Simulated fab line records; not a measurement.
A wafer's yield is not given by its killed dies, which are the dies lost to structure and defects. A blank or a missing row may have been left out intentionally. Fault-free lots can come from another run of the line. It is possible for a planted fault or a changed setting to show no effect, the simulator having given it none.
Chamber matching + flow n5-finfet + N5_BEOL_M8_ETCH_62 on rie-diel-01: 4 sister chambers
The step etches SOC in N2/H2, target depth 110 nm, overetch 22 nm, time 165 s. 4 wafers are shown with their chamber, then 11 later ones without.

## WAFERS PAIRED WITH THEIR CHAMBERS
| wafer  | chamber | showerhead-plenum-p-Torr (Torr) |
|--------|---------|---------------------------------|
| L077.6 | 2       | 2.56                            |
| L088.1 | 1       | 2.68                            |
| L088.6 | 0       | 2.44                            |
| L091.2 | 3       | 2.43                            |

## WAFERS MISSING THEIR CHAMBER
| wafer  | showerhead-plenum-p-Torr (Torr) |
|--------|---------------------------------|
| L091.4 | 2.68                            |
| L091.5 | 2.44                            |
| L096.2 | 2.54                            |
| L096.4 | 2.68                            |
| L096.6 | 2.43                            |
| L092.1 | 2.43                            |
| L092.2 | 2.54                            |
| L092.5 | 2.43                            |
| L094.3 | 2.54                            |
| L094.4 | 2.68                            |
| L094.5 | 2.54                            |

## THE CHAMBER EACH PASSED THROUGH
| wafer  | from the rows above     | in truth |
|--------|-------------------------|----------|
| L091.4 | 1                       | 1        |
| L091.5 | can't be placed: 0 or 3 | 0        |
| L096.2 | 2                       | 2        |
| L096.4 | 1                       | 1        |
| L096.6 | can't be placed: 3 or 0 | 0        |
| L092.1 | can't be placed: 3 or 0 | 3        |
| L092.2 | 2                       | 2        |
| L092.5 | can't be placed: 3 or 0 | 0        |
| L094.3 | 2                       | 2        |
| L094.4 | 1                       | 1        |
| L094.5 | 2                       | 2        |
Placed correctly: 7 of 11. Can't be placed from these rows: 4 (the true chamber is among the candidates in 4). Placed wrongly: 0.
How it was worked out, from the rows above alone: a wafer's distance from a chamber is the root of the sum, over the readings, of the square of ((its reading less the chamber's mean) divided by the reading's scatter). If the next closest chamber is less than 2 further off than the closest, the wafer can't be placed; otherwise it belongs to the closest. For every chamber, the mean is computed from those of its wafers that are shown. The scatter: with one shown wafer a chamber, the root of the mean of the squares of how far each hidden wafer lies from its nearest shown one.
